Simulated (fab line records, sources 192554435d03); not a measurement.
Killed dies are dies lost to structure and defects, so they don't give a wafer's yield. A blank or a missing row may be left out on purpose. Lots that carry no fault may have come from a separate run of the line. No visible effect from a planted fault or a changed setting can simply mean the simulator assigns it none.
Chamber matching    flow n5_finfet    N5_BEOL_M8_DESCUM_16 on rie_diel-05 has 4 sister chambers
The step chemistry O2, time 7.9 s. 20 wafers are shown with their chamber, then 10 later ones without.

## WAFERS WITH THEIR CHAMBER
wafer   chamber  showerhead_plenum_p_Torr (Torr)  throttle_valve_pct (%)  oes_product_au (a.u.)
L076.3  1        2.22                             20.25                   0.76
L076.4  3        2.12                             20.62                   0.83
L076.5  0        2.02                             20.48                   0.87
L081.2  3        2.12                             20.64                   0.80
L081.3  1        2.22                             20.27                   0.74
L081.5  3        2.12                             20.64                   0.81
L085.1  2        2.14                             20.11                   0.93
L085.2  0        2.01                             20.51                   0.84
L085.3  3        2.12                             20.65                   0.81
L086.3  1        2.21                             20.29                   0.73
L086.4  0        2.01                             20.51                   0.83
L086.6  3        2.12                             20.65                   0.80
L089.2  2        2.14                             20.13                   0.92
L089.4  0        2.01                             20.51                   0.84
L089.5  0        2.01                             20.51                   0.84
L090.1  2        2.14                             20.13                   0.91
L090.2  0        2.01                             20.52                   0.81
L090.3  3        2.11                             20.67                   0.79
L091.1  1        2.21                             20.30                   0.72
L091.5  1        2.21                             20.30                   0.72

SIGNATURES (averages over the wafers above)
reading                   chamber 0  chamber 1  chamber 2  chamber 3  scatter within a chamber
showerhead_plenum_p_Torr  2.0117     2.2140     2.1400     2.1183     0.00423
throttle_valve_pct        20.5067    20.2820    20.1233    20.6450    0.0166
oes_product_au            0.8383     0.7340     0.9200     0.8067     0.0161
Rule: a wafer lies at a distance from a chamber equal to the root of the sum of squares, over the readings, of (its reading less the chamber's mean, divided by the reading's scatter). The wafer belongs to the nearest chamber; if the next one is less than 2 further off, it can't be placed. The scatter: take each reading less its chamber's mean, square it, sum over the shown wafers, divide by the number of wafers less the number of chambers, and take the root.

## WAFERS MISSING THEIR CHAMBER
wafer   showerhead_plenum_p_Torr (Torr)  throttle_valve_pct (%)  oes_product_au (a.u.)
L091.6  2.01                             20.53                   0.82
L095.1  2.14                             20.16                   0.90
L095.4  2.01                             20.53                   0.82
L095.6  2.14                             20.15                   0.90
L096.1  2.01                             20.54                   0.82
L096.4  2.13                             20.15                   0.89
L096.6  2.11                             20.67                   0.78
L097.2  2.13                             20.17                   0.89
L097.5  2.00                             20.54                   0.79
L097.6  2.11                             20.70                   0.78

## WHICH CHAMBER EACH ONE RAN IN
wafer   from the rows above  in truth
L091.6  0                    0
L095.1  2                    2
L095.4  0                    0
L095.6  2                    2
L096.1  0                    0
L096.4  2                    2
L096.6  3                    3
L097.2  2                    2
L097.5  0                    0
L097.6  3                    3
Correctly placed: 10 of 10. Can't be placed from these rows: 0. Wrongly placed: 0.
